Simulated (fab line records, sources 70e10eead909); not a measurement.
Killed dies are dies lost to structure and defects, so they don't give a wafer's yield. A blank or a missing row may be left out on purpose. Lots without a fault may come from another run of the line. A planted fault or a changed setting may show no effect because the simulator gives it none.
Chamber matching | flow nand_harc | NHARC_A_CHANNEL_FILL_D1_ALD_14 on ald_hk-04: 4 sister chambers
The step deposits SiO2, target thk 2.5 nm, pulse time 10 s, ald cycles 25. 16 wafers are shown with their chamber, then 8 later ones without.

WAFERS WITH THEIR CHAMBER
wafer  | chamber | heater_power_w (W) | precursor_pulse_height_rel
L082.2 | 3       | 565                | 1.008
L082.5 | 1       | 383                | 0.980
L082.6 | 0       | 454                | 0.991
L081.1 | 1       | 386                | 0.987
L081.2 | 2       | 380                | 1.008
L081.4 | 3       | 576                | 0.999
L087.1 | 0       | 454                | 1.012
L087.5 | 0       | 457                | 1.001
L087.6 | 1       | 398                | 1.017
L090.4 | 3       | 555                | 0.997
L090.5 | 2       | 389                | 1.000
L090.6 | 3       | 557                | 1.028
L092.4 | 2       | 394                | 0.971
L092.5 | 3       | 564                | 1.017
L092.6 | 0       | 457                | 1.006
L094.1 | 3       | 573                | 0.957

SIGNATURES (means of the wafers above)
reading                    | chamber 0 | chamber 1 | chamber 2 | chamber 3 | scatter within a chamber
heater_power_w             | 455.50    | 389.00    | 387.67    | 565.00    | 6.99
precursor_pulse_height_rel | 1.00250   | 0.99467   | 0.99300   | 1.00100   | 0.0199
Rule: a wafer's distance from a chamber is the root of the sum, over the readings, of the square of ((its reading less the chamber's mean) divided by the reading's scatter). The wafer belongs to the nearest chamber; if the next one is less than 2 further off, it can't be placed. The scatter: the root of (the sum of the squares of (reading less its chamber's mean) over the shown wafers, divided by (wafers less chambers)).

WAFERS WITHOUT THEIR CHAMBER
wafer  | heater_power_w (W) | precursor_pulse_height_rel
L094.2 | 436                | 1.005
L094.3 | 414                | 0.981
L097.1 | 398                | 1.024
L097.4 | 376                | 0.986
L097.5 | 392                | 1.011
L096.1 | 442                | 1.032
L096.4 | 567                | 1.031
L096.6 | 384                | 0.971

WHICH CHAMBER EACH WENT THROUGH
wafer  | from the rows above     | in truth
L094.2 | 0                       | 0
L094.3 | can't be placed: 1 or 2 | 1
L097.1 | can't be placed: 1 or 2 | 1
L097.4 | can't be placed: 2 or 1 | 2
L097.5 | can't be placed: 1 or 2 | 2
L096.1 | 0                       | 0
L096.4 | 3                       | 3
L096.6 | can't be placed: 2 or 1 | 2
Placed correctly: 3 of 8. Can't be placed from these rows: 5 (the true chamber is among the candidates in 5). Placed wrongly: 0.
